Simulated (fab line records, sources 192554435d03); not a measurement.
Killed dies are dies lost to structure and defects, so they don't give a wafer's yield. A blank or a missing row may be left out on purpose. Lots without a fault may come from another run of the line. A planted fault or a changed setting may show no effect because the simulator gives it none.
A struck lot beside a sound one | flow n5_finfet | 20 steps out of a route of 1938
Sound: wafers L110.1, L110.3, L110.6. Struck: wafers L102.1, L102.4, L102.6. The cause comes at the end.
At each step with rows: each side's tool, then ch and its chambers, then its first start. Under that, the readings that differ: sound wafers | struck wafers | difference of the means | sigmas: that difference in standard deviations of wafers without a fault.
alike: readings whose means differ by less than 2 such deviations, and words and numbers that are the same on both sides. not compared: withheld readings, readings that some wafer has no value for, bounds like >300 that may hide the same value, and numbers for which the record gives no deviation and whose values overlap.
The two part at a step that has a row with sigmas, a row that says differs or no value, or rows on one side only. Numbers that don't overlap but have no deviation are shown without sigmas and don't part them. A reading that every wafer of one side lacks parts them only if that side has two wafers or more.

first, 6 steps without rows for these wafers: N5_BEOL_M5_COAT_05 (resist thk 30 nm); N5_BEOL_M5_EBR_07; N5_BEOL_M5_SOFTBAKE_06 (time 60 s); N5_BEOL_M5_EXPOSE_08 (exposes mask M5, target cd 28 nm); N5_BEOL_M5_PEB_09 (peb time 60 s); N5_BEOL_M5_DEVELOP_10 (develop time 30 s).
N5_BEOL_M5_CD_MEAS_11: target cd 27.74 nm.
  sound on cd_sem-01 ch 0, day 11 10:44; struck on cd_sem-03 ch 0, day 9 05:25
  alike: cd_nm
N5_BEOL_M5_OVL_MEAS_12:
  sound on overlay-01 ch 0, day 11 10:46; struck on overlay-01 ch 0, day 9 05:27
  reading     | sound       | struck         | difference | sigmas
  M5_OVL (nm) | 0.5 0.7 0.6 | -1.3 -1.4 -0.9 | -1.8       | -3
N5_BEOL_M5_INSPECT_13: inspects for defects (brightfield).
  sound on defect_inspect-02, day 11 10:49; struck on defect_inspect-01, day 9 05:31
  alike: raw_defect_count
N5_BEOL_M5_DESCUM_16: chemistry O2, time 7 s.
  sound on rie_diel-01 ch 2,3, day 11 10:52; struck on rie_diel-06 ch 1,2,3, day 9 05:33
  alike: chamber_pressure_mTorr, drypump_motor_current_A, o2_flow_sccm, oes_product_au, rf_fwd_power_W, rf_vpp_V, showerhead_plenum_p_Torr, throttle_valve_pct
  not compared: rf_hours_counter_h
N5_BEOL_M5_ETCH_72: etches underlayer in N2/H2, target depth 6.5 nm, time 5.2 s.
  sound on rie_diel-01 ch 2,3, day 11 10:53; struck on rie_diel-06 ch 1,2,3, day 9 05:35
  alike: bias_w, chamber_pressure_mTorr, drypump_motor_current_A, etch_rf_on_time_s, oes_product_au, rf_fwd_power_W, rf_vpp_V, showerhead_plenum_p_Torr, throttle_valve_pct
  not compared: rf_hours_counter_h
N5_BEOL_M5_ETCH_61: etches SiARC in CF4, target depth 15.6 nm, time 26 s.
  sound on rie_diel-01 ch 2,3, day 11 10:55; struck on rie_diel-06 ch 1,2,3, day 9 05:36
  reading              | sound             | struck               | difference | sigmas
  cf4_flow_sccm (sccm) | 99.46 99.81 99.61 | 100.40 100.48 100.09 | +0.70      | +2
  alike: bias_w, chamber_pressure_mTorr, drypump_motor_current_A, etch_rf_on_time_s, oes_product_au, rf_fwd_power_W, rf_vpp_V, showerhead_plenum_p_Torr, throttle_valve_pct
  not compared: rf_hours_counter_h
N5_BEOL_M5_ETCH_62: etches SOC in N2/H2, target depth 75 nm, overetch 15 nm, time 112.5 s.
  sound on rie_diel-01 ch 2,3, day 11 10:56; struck on rie_diel-06 ch 1,2,3, day 9 05:38
  no value came back on the struck wafers for any of 8 readings (bias_w (W), chamber_pressure_mTorr (mTorr) and others); on the sound wafers bias_w (W) reads 150.4 149.6 149.0
  reading                                         | sound       | struck   | difference | sigmas
  model.SiARC_of_BEOL_M5_COAT_60.thk_nm (nm)      | 6.8 6.8 6.6 | 12 12 12 | +5         |
  model.underlayer_of_BEOL_M5_COAT_71.thk_nm (nm) | 0 0 0       | 5 5 5    | +5         |
  not compared: rf_hours_counter_h
then, 2 steps without rows for these wafers: N5_BEOL_M5_STRIP_63 (strips in N2/H2); N5_BEOL_M5_STRIP_73 (strips in N2/H2).
N5_BEOL_M5_STRIP_64: strips in CF4.
  sound on rie_diel-01 ch 2,3, day 11 11:04; struck on rie_diel-06 ch 1,2,3, day 9 05:46
  alike: chamber_pressure_mTorr, drypump_motor_current_A, oes_product_au, rf_fwd_power_W, rf_vpp_V, showerhead_plenum_p_Torr, throttle_valve_pct
  not compared: rf_hours_counter_h
N5_BEOL_M5_HM_OPEN_17: chemistry Cl2/BCl3, target TiN, target depth 20 nm, overetch 6 nm.
  sound on rie_metal-03 ch 0,1, day 11 11:06; struck on rie_metal-03 ch 0,1, day 9 05:48
  reading                | sound             | struck            | difference | sigmas
  oes_product_au (a.u.)  | 0.71 0.65 0.71    | 0.32 0.29 0.33    | -0.38      | -5
  throttle_valve_pct (%) | 21.91 22.19 21.90 | 22.55 22.82 22.55 | +0.64      | +3
  alike: chamber_pressure_mTorr, drypump_motor_current_A, mfc_cl2_sccm, rf_fwd_power_W
  not compared: rf_hours_counter_h
N5_BEOL_M5_STRIP_19: strips in O2.
  sound on rie_diel-01 ch 0,1, day 11 11:13; struck on rie_diel-06 ch 0,1,2, day 9 05:55
  alike: chamber_pressure_mTorr, drypump_motor_current_A, o2_flow_sccm, oes_product_au, rf_vpp_V, showerhead_plenum_p_Torr, throttle_valve_pct
  not compared: rf_hours_counter_h
N5_BEOL_M5_CD_MEAS_18: pitch 56 nm, target cd 28 nm.
  sound on cd_sem-03, day 11 11:17; struck on cd_sem-01, day 9 05:59
  reading    | sound             | struck | difference                    | sigmas
  cd_nm (nm) | 27.52 27.88 27.66 | - - -  | no value on the struck wafers |
then, 1 step without rows for these wafers: N5_BEOL_M5_COAT_65 (time 60 s, resist thk 60 nm).

WHERE THEY PART
First at N5_BEOL_M5_OVL_MEAS_12; last, within this record, at N5_BEOL_M5_CD_MEAS_18.

WHY: what the simulator had put in
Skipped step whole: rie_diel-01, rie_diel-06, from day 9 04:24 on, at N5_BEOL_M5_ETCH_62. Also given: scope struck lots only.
